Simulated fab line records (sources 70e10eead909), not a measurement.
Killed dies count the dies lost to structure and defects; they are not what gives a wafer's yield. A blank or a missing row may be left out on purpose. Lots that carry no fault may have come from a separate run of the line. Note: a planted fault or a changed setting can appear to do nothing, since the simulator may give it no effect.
The tool behind it: which one?    flow nand_harc    13 lots, 39 wafers sampled, at 6 steps of a route of 1302

== WHAT EACH GAUGE READ, for each wafer ==
NHARC_A_BLC_OVL_MEAS_11. Usual: overlay_x_nm -0.1 nm, standard deviation 0.74; overlay_y_nm 0.2 nm, standard deviation 0.8.
lot   measured      on          overlay_x_nm (nm)  overlay_y_nm (nm)  flag
L852  day 22 14:22  overlay-02  1.3 1.7 1.2        0.0 0.8 0.6        
L851  day 23 01:04  overlay-01  0.7 1.3 0.3        0.0 -0.4 0.1       
L854  day 23 07:05  overlay-02  -0.7 -0.3 0.0      0.7 0.6 0.6        
L853  day 23 08:05  overlay-02  0.3 0.5 0.6        0.3 -1.1 -0.6      
L855  day 24 15:47  overlay-01  -0.6 -0.8 -0.5     -0.4 0.0 0.7       
L858  day 25 07:20  overlay-02  -0.8 -0.2 0.1      -0.2 0.1 0.0       
L860  day 26 05:50  overlay-02  -0.2 0.1 0.1       0.5 0.2 0.7        
L861  day 26 22:44  overlay-01  -1.0 -0.9 -0.9     1.0 0.4 0.6        
L863  day 27 00:37  overlay-01  -1.4 -1.3 -0.5     0.5 0.4 -0.2       
L857  day 27 22:38  overlay-01  0.0 -0.1 0.0       0.8 0.1 0.3        
L864  day 28 20:46  overlay-01  -0.6 -0.3 -0.5     -0.8 -0.6 -0.7     
L868  day 30 03:47  overlay-02  -0.1 -0.3 0.2      -0.2 -0.3 0.1      
L870  day 30 20:42  overlay-01  -1.1 -1.2 -1.3     -0.3 -0.7 -0.5     

NHARC_A_M0_CD_MEAS_09: target cd 80 nm. Usual: cd_nm at 80.0 nm, with a standard deviation of 0.8.
lot   measured      on         cd_nm (nm)      flag
L852  day 22 18:19  cd_sem-03  80.0 81.1 80.4  
L851  day 23 05:04  cd_sem-03  79.5 79.6 80.0  
L854  day 23 11:09  cd_sem-03  80.0 80.1 81.1  
L853  day 23 12:02  cd_sem-02  80.8 79.3 79.6  
L855  day 24 19:46  cd_sem-03  80.2 80.0 81.1  
L858  day 25 11:10  cd_sem-03  79.1 81.7 80.2  
L860  day 26 09:59  cd_sem-03  80.1 81.0 79.6  
L861  day 27 02:42  cd_sem-01  79.8 80.6 81.0  
L863  day 27 04:45  cd_sem-03  78.7 78.6 80.5  
L857  day 28 02:35  cd_sem-03  81.1 80.0 79.9  
L864  day 29 00:43  cd_sem-02  80.2 80.4 79.6  
L868  day 30 08:11  cd_sem-03  86.2 86.4 87.1  OFF
L870  day 31 01:02  cd_sem-02  85.7 85.5 85.8  OFF

NHARC_A_M0_INSPECT_11. Usual: raw_defect_count at 75, with a standard deviation of 39.
lot   measured      on                 raw_defect_count  flag
L852  day 22 18:26  defect_inspect-02  66 60 78          
L851  day 23 05:11  defect_inspect-01  88 95 88          
L854  day 23 11:16  defect_inspect-02  64 57 63          
L853  day 23 12:09  defect_inspect-02  56 52 52          
L855  day 24 19:54  defect_inspect-01  107 110 114       
L858  day 25 11:17  defect_inspect-01  178 172 169       
L860  day 26 10:06  defect_inspect-01  85 104 79         
L861  day 27 02:49  defect_inspect-01  38 35 51          
L863  day 27 04:52  defect_inspect-01  47 42 47          
L857  day 28 02:42  defect_inspect-02  81 84 96          
L864  day 29 00:51  defect_inspect-02  87 96 87          
L868  day 30 08:18  defect_inspect-01  72 57 69          
L870  day 31 01:10  defect_inspect-02  120 127 100       

NHARC_END_SORT_01. Usual: defect_limited_yield 92.7 %, standard deviation 2.6; killed_at_array 45, standard deviation 18; killed_at_other 0.9, standard deviation 1.3; killed_at_periphery 3.7, standard deviation 2.2; killed_dies 50, standard deviation 18; killed_open 3.2, standard deviation 1.9; killed_short 2.4, standard deviation 1.6; sort_bin_2_pct 2.5 %, standard deviation 1.1; sort_bin_3_pct 0.6 %, standard deviation 0.36; sort_bin_4_pct 4.3 %, standard deviation 1.5; sort_n_pass 627, standard deviation 18; sort_rim_yield_pct 92 %, standard deviation 4.3; sort_yield_pct 92.7 %, standard deviation 2.6.
lot   measured      on         defect_limited_yield (%)  killed_at_array  killed_at_other  killed_at_periphery  killed_dies  killed_open  killed_short  sort_bin_2_pct (%)  sort_bin_3_pct (%)  sort_bin_4_pct (%)  sort_n_pass  sort_rim_yield_pct (%)  sort_yield_pct (%)  flag
L861  day 28 18:28  prober-02  94.2 95.6 92.9            36 19 39         0 0 0            3 11 9               39 30 48     3 2 1        2 0 1         2.1 0.9 2.7         0.3 0.4 0           3.4 3.1 4.4         638 647 629  95 92 91                94.2 95.6 92.9      
L868  day 32 01:02  prober-02  91.1                      53               0                7                    60           3            4             2.2                 1.2                 5.5                 617          95                      91.1                

== EACH LOT AND THE TOOL THAT RAN IT (in order: tool; ch and the chambers of the sampled wafers; start) ==
lot   NHARC_A_M0_PEB_07                  NHARC_A_M0_DEGAS_28
L852  litho_track-04 ch 0, day 22 18:14  pvd_sputter-03, day 22 19:26
L851  litho_track-01 ch 0, day 23 04:59  pvd_sputter-02, day 23 06:16
L854  litho_track-04 ch 0, day 23 11:04  pvd_sputter-02, day 23 12:20
L853  litho_track-04 ch 0, day 23 11:57  pvd_sputter-02, day 23 13:11
L855  litho_track-04 ch 0, day 24 19:41  pvd_sputter-03, day 24 20:54
L858  litho_track-06 ch 0, day 25 11:05  pvd_sputter-03, day 25 12:17
L860  litho_track-06 ch 0, day 26 09:54  pvd_sputter-03, day 26 11:05
L861  litho_track-04 ch 0, day 27 02:37  pvd_sputter-03, day 27 03:48
L863  litho_track-06 ch 0, day 27 04:40  pvd_sputter-03, day 27 05:52
L857  litho_track-06 ch 0, day 28 02:30  pvd_sputter-03, day 28 03:43
L864  litho_track-04 ch 0, day 29 00:38  pvd_sputter-01, day 29 01:50
L868  litho_track-04 ch 0, day 30 08:05  pvd_sputter-02, day 30 09:18
L870  litho_track-04 ch 0, day 31 00:57  pvd_sputter-02, day 31 02:09
- NHARC_A_M0_PEB_07: peb time 65 s.
- NHARC_A_M0_DEGAS_28: time 60 s.

== WHAT THE TOOLS THEMSELVES READ (means of the sampled wafers that have a number; where no wafer has one, the mark that the record gives instead) ==
NHARC_A_M0_DEGAS_28. Usual: heater_power_w at 336 W, with a standard deviation of 48.
lot   tool            heater_power_w (W)  flag
L852  pvd_sputter-03  317                 
L851  pvd_sputter-02  324                 
L854  pvd_sputter-02  407                 
L853  pvd_sputter-02  369                 
L855  pvd_sputter-03  319                 
L858  pvd_sputter-03  316                 
L860  pvd_sputter-03  316                 
L861  pvd_sputter-03  298                 
L863  pvd_sputter-03  342                 
L857  pvd_sputter-03  316                 
L864  pvd_sputter-01  323                 
L868  pvd_sputter-02  315                 
L870  pvd_sputter-02  362                 

== THE ANSWER, worked out from the rows above alone ==
Rule: lot off if the mean of its wafers having a number is beyond 3 standard deviations from the usual mean. Also off: a lot with no number at a reading for which 4 or more lots have one. Where the step has rows for the other lots, those lots are counted as sound. After the gauges, taken in route order, come the tools' own readings; for these a lot's mean is taken, as printed above. At the first step where some lot is off, the reading lying furthest off is the one used; lots without a number count as furthest.
Off: L868, L870, at NHARC_A_M0_CD_MEAS_09 (cd_nm).
If a tool, at a process step before that reading, ran all the lots that are off and no sound lot after the first of them, it fits. The gauges at NHARC_A_M0_CD_MEAS_09 are tried like those tools. One fits: NHARC_A_M0_PEB_07 on litho_track-04. Its last sound lot is L864 (day 29 00:38), its first lot that is off L868 (day 30 08:05): a fault that began between those two fits.

== WHAT HAD BEEN PUT IN BY THE SIMULATOR ==
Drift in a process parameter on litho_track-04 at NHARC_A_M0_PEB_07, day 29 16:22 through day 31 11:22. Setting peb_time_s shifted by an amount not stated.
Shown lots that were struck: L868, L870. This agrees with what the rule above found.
